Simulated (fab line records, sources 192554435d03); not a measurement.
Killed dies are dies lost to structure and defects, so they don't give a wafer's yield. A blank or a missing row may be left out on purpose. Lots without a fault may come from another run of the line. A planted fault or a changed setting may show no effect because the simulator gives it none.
fab line records | flow n5_finfet
record lots=24 wafers=72 last_day=18
route steps=1938 shown BEOL_M2@876 BEOL_M3@932
lots that met no fault: from a run of the same line without faults
start_h: hours from the record's first day to the start of the lot's first wafer shown | wait_h: hours since the lot's step before | " the same as in the row above | L1.1+2: a row that stands for several wafers | - no value, or no start given | * or withheld: withheld | < > ~ a bound
route shown NAME@n: a module of which the file shows steps, and the number in the route of the first | usual: mean/standard deviation of fault-free wafers | same: alike in all rows | chamber/n: place in a boat | sites: the reading at each site | _std_site: their standard deviation | _edge_site: outer sites' mean less inner sites' | radius_mm: how far each site lies from the wafer's centre | mask NAME#n: copy n | behind: the tool/chamber that last shaped the wafer | hold: why the lot was held/for how many hours/how that ended | device: the transistor (n, p or np) that didn't switch | end of line: the same wafers' tests at the end of the route | a step without rows: its recipe alone | killed: dies lost to structure and defects at the first sort, not the wafer's yield | map: a wafer's dies, x killed, . not, _ none there
set.NAME: the setting as run; set.NAME@STEP: as run at that earlier step | model.NAME: the simulator's own value behind a step, which no gauge read
steps of the route over a sample of lots; a table a step, a row a wafer
services: from which hour (start_h, from the record's first day; less than 0 if before it) a tool's chamber was out of use, for how many hours, and why
## steps
# step N5_BEOL_M2_CD_MEAS_28
# recipe target_cd_nm=26.2 landing_energy_ev=500 detector=se_inlens target_cd_y_nm=24.1 polarity=opening
# usual cd_nm=26.25/0.26
# columns lot.wafer tool chamber start_h wait_h cd_nm
L074.1 cd_sem-02 0 142.12 - 26.41
L074.2 " 0 " " 25.95
L074.3 " 0 " " 26.20
L077.3 cd_sem-03 0 151.44 - 26.44
L077.4 " 0 " " 26.04
L077.6 " 0 " " 26.13
L076.3 cd_sem-03 0 153.01 - 26.36
L076.4 " 0 " " 26.55
L076.6 " 0 " " 25.85
L075.3 cd_sem-01 0 154.78 - 26.21
L075.4 " 0 " " 26.45
L075.6 " 0 " " 26.51
L078.2 cd_sem-02 0 156.15 - 26.46
L078.4 " 0 " " 26.40
L078.5 " 0 " " 26.01
L080.1 cd_sem-01 0 168.86 - 26.42
L080.4 " 0 " " 26.40
L080.6 " 0 " " 26.32
L079.3 cd_sem-02 0 169.21 - 26.40
L079.4 " 0 " " 26.16
L079.6 " 0 " " 26.27
L081.1 cd_sem-02 0 174.64 - 26.42
L081.2 " 0 " " 26.22
L081.5 " 0 " " 26.26
L082.1 cd_sem-03 0 182.38 - 26.51
L082.4 " 0 " " 26.62
L082.5 " 0 " " 26.61
L083.1 cd_sem-01 0 193.62 - 26.65
L083.2 " 0 " " 26.31
L083.5 " 0 " " 26.05
L085.2 cd_sem-01 0 208.66 - 25.45
L085.4 " 0 " " 25.95
L085.6 " 0 " " 25.86
L086.1 cd_sem-02 0 216.49 - 26.24
L086.2 " 0 " " 26.25
L086.4 " 0 " " 26.38
L084.1 cd_sem-03 0 220.61 - 25.97
L084.5 " 0 " " 26.25
L084.6 " 0 " " 26.00
L087.1 cd_sem-02 0 221.02 - 26.21
L087.2 " 0 " " 26.05
L087.6 " 0 " " 26.30
L088.2 cd_sem-02 0 221.79 - 26.51
L088.5 " 0 " " 26.17
L088.6 " 0 " " 26.19
L090.2 cd_sem-03 0 227.45 - 26.32
L090.3 " 0 " " 26.23
L090.4 " 0 " " 26.13
L089.3 cd_sem-02 0 230.22 - 26.14
L089.4 " 0 " " 25.77
L089.5 " 0 " " 26.35
L091.1 cd_sem-02 0 236.42 - 26.41
L091.3 " 0 " " 25.81
L091.4 " 0 " " 25.96
L092.2 cd_sem-03 0 247.20 - 26.00
L092.5 " 0 " " 26.13
L092.6 " 0 " " 25.89
L093.1 cd_sem-02 0 247.48 - 26.50
L093.2 " 0 " " 26.50
L093.3 " 0 " " 26.18
L094.4 cd_sem-03 0 254.71 - 26.31
L094.5 " 0 " " 26.54
L094.6 " 0 " " 26.36
L095.2 cd_sem-01 0 263.16 - 26.13
L095.4 " 0 " " 25.78
L095.5 " 0 " " 26.06
L096.1 cd_sem-02 0 263.46 - 27.01
L096.2 " 0 " " 26.42
L096.4 " 0 " " 26.05
L097.4 cd_sem-01 0 277.20 - 26.19
L097.5 " 0 " " 26.22
L097.6 " 0 " " 26.07
# step N5_BEOL_M2_ETCHBACK_99
# recipe chemistry=CHF3 target=SiO2 target_depth_a=50 time_s=10.4 source_w=215 bias_w=47 Ar_flow_sccm=200 CHF3_flow_sccm=12 ion_energy_ev=100 pressure_mtorr=30
# usual CHF3_flow_sccm=11.99/0.033 drypump_motor_current_A=5.5/0.38 oes_product_au=0.77/0.081 rf_vpp_V=240/3.8 showerhead_plenum_p_Torr=2.15/0.079 throttle_valve_pct=17.05/0.19
# columns lot.wafer tool chamber start_h wait_h CHF3_flow_sccm drypump_motor_current_A oes_product_au rf_hours_counter_h rf_vpp_V showerhead_plenum_p_Torr throttle_valve_pct
L074.1 rie_diel-04 1 142.64 0.2 11.99 5.3 0.72 206 238 2.23 17.34
L074.2 " 3 " " 11.97 5.6 0.71 180 247 2.04 17.03
L074.3 " 0 " " 11.97 5.9 0.72 183 237 2.05 17.23
L077.3 rie_diel-05 3 157.92 6.2 11.99 5.7 0.92 10 243 2.29 16.87
L077.4 " 0 " " 11.95 4.9 0.81 73 239 2.16 16.59
L077.6 " 3 " " 11.99 5.7 0.92 - 243 2.29 16.89
L076.3 rie_diel-02 1 160.69 7.4 11.99 5.0 0.88 27 238 2.20 16.77
L076.4 " 3 " " 12.04 5.4 0.90 32 240 2.19 16.89
L076.6 " 0 " " 12.04 5.6 0.71 - 243 2.06 17.14
L075.3 rie_diel-05 3 160.73 5.6 11.97 5.7 0.92 10 244 2.29 16.89
L075.4 " 1 " " 11.96 5.5 0.74 185 245 2.07 17.23
L075.6 " 1 " " 11.92 5.5 0.75 - 245 2.07 17.23
L078.2 rie_diel-02 2 164.01 7.1 11.97 5.9 0.72 192 235 2.23 17.26
L078.4 " 1 " " 12.03 4.9 0.87 27 237 2.20 16.79
L078.5 " 2 " " 11.99 5.9 0.72 - 235 2.23 17.25
L080.1 rie_diel-02 3 169.25 0.1 12.00 5.4 0.89 33 238 2.19 16.89
L080.4 " 2 " " 12.08 5.9 0.71 - 236 2.23 17.24
L080.6 " 0 " " 12.05 5.6 0.70 - 243 2.06 17.15
L079.3 rie_diel-02 2 169.63 0.1 12.01 5.9 0.72 194 235 2.23 17.25
L079.4 " 3 " " 11.96 5.4 0.91 - 240 2.19 16.90
L079.6 " 2 " " 12.00 5.9 0.72 - 235 2.23 17.25
L081.1 rie_diel-05 3 176.51 1.5 11.97 5.7 0.89 16 242 2.29 16.90
L081.2 " 0 " " 12.00 5.0 0.79 80 239 2.16 16.61
L081.5 " 3 " " 12.00 5.7 0.90 - 241 2.29 16.89
L082.1 rie_diel-02 2 184.14 0.8 12.01 5.9 0.71 198 235 2.23 17.25
L082.4 " 1 " " 12.00 4.9 0.87 33 236 2.20 16.80
L082.5 " 1 " " 11.98 5.0 0.87 - 237 2.20 16.79
L083.1 rie_diel-04 1 196.03 1.4 11.99 5.3 0.69 222 238 2.23 17.35
L083.2 " 2 " " 12.02 4.8 0.86 47 244 2.10 16.94
L083.5 " 3 " " 12.03 5.6 0.69 - 247 2.04 17.07
L085.2 rie_diel-02 2 211.00 1.7 12.03 5.9 0.71 207 235 2.22 17.28
L085.4 " 3 " " 12.00 5.4 0.87 46 238 2.18 16.91
L085.6 " 1 " " 12.01 4.9 0.85 - 236 2.20 16.81
L086.1 rie_diel-02 0 221.10 2.4 12.01 5.7 0.70 213 242 2.05 17.19
L086.2 " 2 " " 11.98 5.9 0.70 212 235 2.22 17.29
L086.4 " 1 " " 12.03 5.0 0.83 47 237 2.20 16.82
L084.1 rie_diel-02 3 222.14 0.3 12.05 5.4 0.87 50 239 2.18 16.90
L084.5 " 0 " " 12.02 5.7 0.69 - 244 2.05 17.17
L084.6 " 1 " " 11.96 5.0 0.84 - 238 2.20 16.82
L087.1 rie_diel-05 2 224.39 1.7 11.99 5.9 0.69 215 241 2.22 17.05
L087.2 " 3 " " 11.98 5.7 0.86 34 243 2.28 16.92
L087.6 " 2 " " 11.98 5.9 0.70 - 244 2.22 17.05
L088.2 rie_diel-02 3 224.50 0.9 11.99 5.4 0.86 51 239 2.18 16.92
L088.5 " 2 " " 11.98 5.9 0.70 - 235 2.22 17.29
L088.6 " 3 " " 12.04 5.3 0.86 - 240 2.18 16.92
L090.2 rie_diel-04 2 230.53 2.4 12.03 4.8 0.86 54 245 2.10 16.95
L090.3 " 1 " " 11.99 5.3 0.70 228 238 2.23 17.38
L090.4 " 0 " " 11.90 5.8 0.69 209 237 2.04 17.27
L089.3 rie_diel-02 2 233.62 1.6 11.97 5.9 0.71 219 235 2.22 17.31
L089.4 " 3 " " 12.01 5.4 0.86 56 239 2.18 16.96
L089.5 " 1 " " 11.98 5.0 0.83 - 237 2.19 16.85
L091.1 rie_diel-04 0 241.51 3.5 11.98 5.9 0.68 214 237 2.04 17.28
L091.3 " 3 " " 12.03 5.6 0.68 212 247 2.03 17.08
L091.4 " 2 " " 11.98 4.8 0.85 60 243 2.09 16.95
L092.2 rie_diel-05 3 248.94 1.4 11.96 5.7 0.84 40 242 2.28 16.94
L092.5 " 1 " " 12.01 5.6 0.71 - 244 2.06 17.30
L092.6 " 0 " " 12.07 4.9 0.78 - 240 2.15 16.62
L093.1 rie_diel-02 0 261.64 13.5 11.95 5.6 0.69 230 244 2.05 17.21
L093.2 " 3 " " 11.97 5.4 0.86 67 238 2.17 16.95
L093.3 " 1 " " 11.94 4.9 0.83 63 236 2.19 16.85
L094.4 rie_diel-04 3 265.78 10.8 12.01 5.6 0.68 - 247 2.03 17.10
L094.5 " 3 " " 12.04 5.6 0.68 - 246 2.03 17.10
L094.6 " 2 " " 11.98 4.8 0.83 - 243 2.09 16.98
L095.2 rie_diel-04 2 266.31 2.7 12.02 4.8 0.84 69 243 2.09 16.98
L095.4 " 3 " " 11.95 5.6 0.68 - 249 2.03 17.10
L095.5 " 3 " " 11.97 5.6 0.68 - 246 2.03 17.10
L096.1 rie_diel-02 2 271.10 7.3 11.94 5.9 0.68 233 235 2.21 17.33
L096.2 " 3 " " 11.98 5.4 0.84 71 240 2.17 16.95
L096.4 " 1 " " 11.96 5.0 0.83 67 236 2.19 16.86
L097.4 rie_diel-02 0 277.65 0.1 11.98 5.6 0.68 235 243 2.04 17.21
L097.5 " 2 " " 11.96 5.9 0.69 - 234 2.21 17.32
L097.6 " 3 " " 12.00 5.4 0.85 - 239 2.17 16.97
# step N5_BEOL_M2_ANNEAL_82
# recipe temp_c=400 time_s=240 ambient=vacuum
# usual heater_power_w=870/140
# columns lot.wafer tool chamber start_h wait_h heater_power_w
L074.1 pvd_sputter-01 - 144.36 0.0 834
L074.2 " - " " 836
L074.3 " - " " 707
L077.3 pvd_sputter-02 - 159.64 0.0 1010
L077.4 " - " " 1031
L077.6 " - " " 688
L076.3 pvd_sputter-01 - 163.22 0.0 855
L076.4 " - " " 704
L076.6 " - " " 857
L075.3 pvd_sputter-03 - 164.78 0.0 837
L075.4 " - " " 686
L075.6 " - " " 695
L078.2 pvd_sputter-02 - 166.18 0.0 1094
L078.4 " - " " 671
L078.5 " - " " 1005
L080.1 pvd_sputter-01 - 171.14 0.0 833
L080.4 " - " " 714
L080.6 " - " " 712
L079.3 pvd_sputter-02 - 171.84 0.0 1040
L079.4 " - " " 1010
L079.6 " - " " 701
L081.1 pvd_sputter-02 - 178.82 0.0 1039
L081.2 " - " " 939
L081.5 " - " " 701
L082.1 pvd_sputter-03 - 187.54 0.0 1190
L082.4 " - " " 775
L082.5 " - " " 1206
L083.1 pvd_sputter-02 - 198.08 0.0 994
L083.2 " - " " 1020
L083.5 " - " " 1026
L085.2 pvd_sputter-01 - 213.74 0.0 857
L085.4 " - " " 842
L085.6 " - " " 839
L086.1 pvd_sputter-03 - 222.97 0.0 846
L086.2 " - " " 767
L086.4 " - " " 674
L084.1 pvd_sputter-02 - 223.92 0.0 696
L084.5 " - " " 1024
L084.6 " - " " 900
L087.1 pvd_sputter-01 - 226.19 0.0 710
L087.2 " - " " 825
L087.6 " - " " 847
L088.2 pvd_sputter-02 - 226.58 0.0 921
L088.5 " - " " 1042
L088.6 " - " " 690
L090.2 pvd_sputter-01 - 232.75 0.0 837
L090.3 " - " " 827
L090.4 " - " " 852
L089.3 pvd_sputter-01 - 235.91 0.0 820
L089.4 " - " " 731
L089.5 " - " " 713
L091.1 pvd_sputter-02 - 244.56 0.0 898
L091.3 " - " " 1031
L091.4 " - " " 1024
L092.2 pvd_sputter-01 - 252.75 0.0 843
L092.5 " - " " 849
L092.6 " - " " 810
L093.1 pvd_sputter-02 - 264.91 0.0 907
L093.2 " - " " 698
L093.3 " - " " 1001
L094.4 pvd_sputter-03 - 268.08 0.0 782
L094.5 " - " " 1185
L094.6 " - " " 855
L095.2 pvd_sputter-03 - 269.92 0.0 1183
L095.4 " - " " 704
L095.5 " - " " 769
L096.1 pvd_sputter-02 - 273.52 0.0 680
L096.2 " - " " 1005
L096.4 " - " " 910
L097.4 pvd_sputter-02 - 280.76 0.0 686
L097.5 " - " " 994
L097.6 " - " " 930
# step N5_BEOL_M2_CO_CAP_55
# recipe material=Co target_thk_a=20 temp_c=200 precursor=CCTBA/H2 pressure_torr=30 time_s=102.1
# usual heater_power_outer_w=119/16 heater_power_w=234/32
# columns lot.wafer tool chamber start_h wait_h heater_power_outer_w heater_power_w
L074.1 cvd_co-02 0 146.73 0.0 122 252
L074.2 " 2 " " 103 219
L074.3 " 1 " " 125 222
L077.3 cvd_co-02 1 161.77 0.0 122 232
L077.4 " 1 " " 123 222
L077.6 " 2 " " 104 215
L076.3 cvd_co-02 0 165.62 0.0 125 254
L076.4 " 0 " " 125 254
L076.6 " 2 " " 104 219
L075.3 cvd_co-01 2 166.96 0.0 98 201
L075.4 " 0 " " 147 295
L075.6 " 1 " " 116 206
L078.2 cvd_co-02 0 168.28 0.0 122 252
L078.4 " 2 " " 105 221
L078.5 " 1 " " 124 235
L080.1 cvd_co-01 2 173.25 0.0 100 204
L080.4 " 0 " " 150 294
L080.6 " 2 " " 103 201
L079.3 cvd_co-02 2 174.46 0.0 104 221
L079.4 " 0 " " 125 264
L079.6 " 1 " " 123 225
L081.1 cvd_co-02 1 180.93 0.0 122 231
L081.2 " 0 " " 123 252
L081.5 " 2 " " 105 219
L082.1 cvd_co-01 0 189.65 0.0 148 293
L082.4 " 0 " " 151 294
L082.5 " 2 " " 102 197
L083.1 cvd_co-02 1 200.18 0.0 122 231
L083.2 " 2 " " 104 215
L083.5 " 1 " " 125 230
L085.2 cvd_co-01 0 215.85 0.0 150 296
L085.4 " 1 " " 115 199
L085.6 " 0 " " 147 289
L086.1 cvd_co-01 0 225.09 0.0 147 296
L086.2 " 1 " " 113 205
L086.4 " 2 " " 103 202
L084.1 cvd_co-01 1 226.03 0.0 113 208
L084.5 " 2 " " 101 197
L084.6 " 0 " " 153 294
L087.1 cvd_co-01 0 228.37 0.0 145 289
L087.2 " 2 " " 100 201
L087.6 " 2 " " 100 198
L088.2 cvd_co-02 0 228.68 0.0 124 256
L088.5 " 0 " " 124 256
L088.6 " 1 " " 120 228
L090.2 cvd_co-02 2 234.86 0.0 105 218
L090.3 " 1 " " 122 228
L090.4 " 1 " " 121 230
L089.3 cvd_co-01 2 238.01 0.0 103 203
L089.4 " 2 " " 104 205
L089.5 " 1 " " 111 201
L091.1 cvd_co-02 0 246.67 0.0 127 258
L091.3 " 1 " " 120 225
L091.4 " 1 " " 126 230
L092.2 cvd_co-01 1 254.86 0.0 114 201
L092.5 " 0 " " 148 288
L092.6 " 1 " " 116 210
L093.1 cvd_co-02 2 267.01 0.0 103 218
L093.2 " 1 " " 124 227
L093.3 " 0 " " 126 254
L094.4 cvd_co-02 2 270.22 0.0 103 218
L094.5 " 1 " " 120 221
L094.6 " 0 " " 124 257
L095.2 cvd_co-01 2 272.10 0.0 103 197
L095.4 " 2 " " 102 198
L095.5 " 1 " " 113 207
L096.1 cvd_co-02 1 275.62 0.0 123 228
L096.2 " 2 " " 102 221
L096.4 " 2 " " 105 220
L097.4 cvd_co-01 2 282.90 0.0 100 200
L097.5 " 0 " " 151 304
L097.6 " 1 " " 115 208
# step N5_BEOL_M3_THK_MEAS_01
# recipe reads=SiOC_of_BEOL_M3_ILD_DEP_00
# usual M3_ILD_THK=79.0/1.1
# columns lot.wafer tool chamber start_h wait_h M3_ILD_THK[nm]
L074.1 film_metro-01 - 147.06 0.1 78.8
L074.2 " - " " 79.1
L074.3 " - " " 80.8
L077.3 film_metro-01 - 162.20 0.1 78.2
L077.4 " - " " 80.7
L077.6 " - " " 79.6
L076.3 film_metro-01 - 165.93 0.1 78.2
L076.4 " - " " 78.8
L076.6 " - " " 79.8
L075.3 film_metro-01 - 167.27 0.1 77.5
L075.4 " - " " 79.5
L075.6 " - " " 80.0
L078.2 film_metro-01 - 168.60 0.1 78.8
L078.4 " - " " 79.7
L078.5 " - " " 80.4
L080.1 film_metro-02 - 173.56 0.0 78.8
L080.4 " - " " 79.7
L080.6 " - " " 79.6
L079.3 film_metro-01 - 174.78 0.1 78.8
L079.4 " - " " 80.4
L079.6 " - " " 79.0
L081.1 film_metro-01 - 181.24 0.0 78.2
L081.2 " - " " 79.3
L081.5 " - " " 79.9
L082.1 film_metro-01 - 189.96 0.0 78.0
L082.4 " - " " 79.3
L082.5 " - " " 80.9
L083.1 film_metro-02 - 200.50 0.0 80.1
L083.2 " - " " 79.0
L083.5 " - " " 78.7
L085.2 film_metro-01 - 216.16 0.1 77.8
L085.4 " - " " 79.7
L085.6 " - " " 79.0
L086.1 film_metro-01 - 225.43 0.0 77.8
L086.2 " - " " 78.9
L086.4 " - " " 80.4
L084.1 film_metro-02 - 226.37 0.0 78.7
L084.5 " - " " 78.9
L084.6 " - " " 78.9
L087.1 film_metro-01 - 228.70 0.1 78.6
L087.2 " - " " 77.9
L087.6 " - " " 79.4
L088.2 film_metro-02 - 229.03 0.1 78.5
L088.5 " - " " 79.3
L088.6 " - " " 79.7
L090.2 film_metro-02 - 235.18 0.1 77.3
L090.3 " - " " 79.4
L090.4 " - " " 79.3
L089.3 film_metro-01 - 238.33 0.1 78.7
L089.4 " - " " 80.8
L089.5 " - " " 79.7
L091.1 film_metro-01 - 246.99 0.0 78.6
L091.3 " - " " 78.2
L091.4 " - " " 79.3
L092.2 film_metro-01 - 255.17 0.1 78.9
L092.5 " - " " 79.3
L092.6 " - " " 80.0
L093.1 film_metro-01 - 267.36 0.0 77.9
L093.2 " - " " 79.0
L093.3 " - " " 79.3
L094.4 film_metro-01 - 270.50 0.0 80.0
L094.5 " - " " 78.4
L094.6 " - " " 79.9
L095.2 film_metro-02 - 272.43 0.1 79.4
L095.4 " - " " 79.4
L095.5 " - " " 78.7
L096.1 film_metro-01 - 275.95 0.1 76.2
L096.2 " - " " 76.7
L096.4 " - " " 77.8
L097.4 film_metro-01 - 283.22 0.1 80.0
L097.5 " - " " 80.1
L097.6 " - " " 79.1
# step N5_BEOL_M3_PECVD_72
# recipe material=SiO2 target_thk_a=160 temp_c=400 precursor=TEOS/O2 pressure_torr=5.5 rf_w=450 teos_flow_sccm=53.8 gas=O2 flow_sccm=3000 time_s=18
# usual heater_power_outer_w=386/62 heater_power_w=662/80 showerhead_plenum_p_Torr=8.81/0.08 throttle_valve_pct=22.3/1.1
# columns lot.wafer tool chamber start_h wait_h heater_power_outer_w heater_power_w showerhead_plenum_p_Torr throttle_valve_pct
L074.1 pecvd-03 2 147.10 0.0 335 573 8.76 21.4
L074.2 " 0 " " 358 679 8.87 22.0
L074.3 " 1 " " 428 677 8.70 23.5
L077.3 pecvd-03 1 162.24 0.0 405 622 8.71 23.5
L077.4 " 1 " " 398 616 8.72 23.4
L077.6 " 0 " " 369 697 8.87 22.1
L076.3 pecvd-03 0 165.98 0.1 354 650 8.87 22.1
L076.4 " 1 " " 408 649 8.72 23.4
L076.6 " 0 " " 360 646 8.86 22.1
L075.3 pecvd-01 1 167.31 0.0 342 640 8.89 24.0
L075.4 " 2 " " 516 834 8.83 22.6
L075.6 " 0 " " 480 750 8.69 22.4
L078.2 pecvd-01 2 168.63 0.0 455 760 8.84 22.6
L078.4 " 0 " " 491 746 8.73 21.9
L078.5 " 2 " " 457 767 8.82 22.9
L080.1 pecvd-03 0 173.60 0.0 325 633 8.87 22.5
L080.4 " 2 " " 343 573 8.77 21.5
L080.6 " 0 " " 334 619 8.86 22.2
L079.3 pecvd-04 1 174.81 0.0 432 711 8.96 22.5
L079.4 " 1 " " 422 705 8.98 22.7
L079.6 " 0 " " 455 777 8.76 22.0
L081.1 pecvd-03 0 181.28 0.0 396 694 8.87 22.3
L081.2 " 2 " " 349 586 8.79 21.6
L081.5 " 1 " " 420 652 8.75 23.7
L082.1 pecvd-04 0 190.00 0.0 419 728 8.78 21.8
L082.4 " 2 " " 367 622 8.80 20.1
L082.5 " 1 " " 346 587 8.96 22.2
L083.1 pecvd-01 1 200.53 0.0 266 547 8.89 23.9
L083.2 " 2 " " 454 764 8.85 23.0
L083.5 " 0 " " 429 674 8.70 22.2
L085.2 pecvd-01 1 216.20 0.0 320 626 8.93 23.8
L085.4 " 0 " " 507 753 8.73 22.2
L085.6 " 1 " " 321 626 8.90 24.1
L086.1 pecvd-04 1 225.47 0.0 414 699 8.96 22.5
L086.2 " 2 " " 364 624 8.82 19.9
L086.4 " 0 " " 368 614 8.78 22.1
L084.1 pecvd-01 0 226.41 0.0 493 725 8.74 22.3
L084.5 " 1 " " 346 637 8.86 23.8
L084.6 " 0 " " 483 766 8.72 22.5
L087.1 pecvd-04 0 228.73 0.0 446 761 8.76 22.3
L087.2 " 1 " " 335 581 8.96 22.2
L087.6 " 2 " " 342 589 8.79 20.2
L088.2 pecvd-04 2 229.06 0.0 286 524 8.79 20.1
L088.5 " 2 " " 292 523 8.79 19.9
L088.6 " 1 " " 428 685 8.97 22.6
L090.2 pecvd-04 1 235.22 0.0 403 690 8.95 22.5
L090.3 " 2 " " 275 511 8.77 20.0
L090.4 " 2 " " 278 520 8.82 20.3
L089.3 pecvd-03 1 238.36 0.0 417 667 8.72 23.6
L089.4 " 0 " " 366 691 8.86 22.4
L089.5 " 2 " " 310 528 8.79 21.9
L091.1 pecvd-03 0 247.02 0.0 334 628 8.87 22.6
L091.3 " 2 " " 334 581 8.78 21.7
L091.4 " 0 " " 333 632 8.88 22.2
L092.2 pecvd-03 0 255.21 0.0 413 739 8.88 22.5
L092.5 " 0 " " 416 746 8.86 22.2
L092.6 " 1 " " 426 661 8.70 23.6
L093.1 pecvd-01 1 267.39 0.0 340 640 8.89 24.0
L093.2 " 2 " " 549 908 8.84 20.8
L093.3 " 1 " " 335 662 8.90 24.0
L094.4 pecvd-03 0 270.55 0.1 424 746 8.85 22.2
L094.5 " 2 " " 341 568 8.79 21.8
L094.6 " 1 " " 382 611 8.71 23.7
L095.2 pecvd-01 1 272.47 0.0 261 556 8.90 24.0
L095.4 " 2 " " 429 744 8.85 20.7
L095.5 " 0 " " 430 694 8.74 22.4
L096.1 pecvd-01 0 275.99 0.0 399 643 8.71 22.5
L096.2 " 1 " " 334 656 8.91 23.8
L096.4 " 2 " " 498 831 8.83 20.5
L097.4 pecvd-04 2 283.27 0.1 309 535 8.80 20.0
L097.5 " 0 " " 380 634 8.75 22.5
L097.6 " 1 " " 336 576 8.98 22.3
## services
# columns tool chamber start_h hours kind
pvd_sputter-03 - 124.48 12.1 repair
pvd_sputter-01 - 129.67 3.7 repair
pecvd-03 1 140.56 5.5 scheduled_down
rie_diel-04 3 144.48 1.3 repair
pvd_sputter-03 - 150.18 7.7 repair
pecvd-01 1 151.00 6.7 repair
pecvd-03 2 164.62 5.5 scheduled_down
rie_diel-04 1 165.57 6.6 repair
rie_diel-02 1 169.13 2.1 repair
pecvd-01 2 209.43 19.8 repair
pecvd-03 2 211.82 5.0 scheduled_down
rie_diel-04 - 212.45 14.6 pm
rie_diel-05 0 213.96 11.5 repair
pecvd-01 2 229.28 - clean
pecvd-01 2 229.28 - consumable_replace:showerhead
pecvd-01 2 229.28 29.0 scheduled_down
pecvd-01 2 229.28 29.0 vent_cycle
pecvd-01 - 229.78 28.1 pm
rie_diel-05 1 253.43 2.5 repair
pecvd-01 0 265.44 4.3 repair
pecvd-03 0 271.09 16.5 scheduled_down
rie_diel-02 - 273.16 0.6 repair
rie_diel-05 - 278.82 0.5 repair
rie_diel-05 2 282.21 3.3 repair
## key
fault none
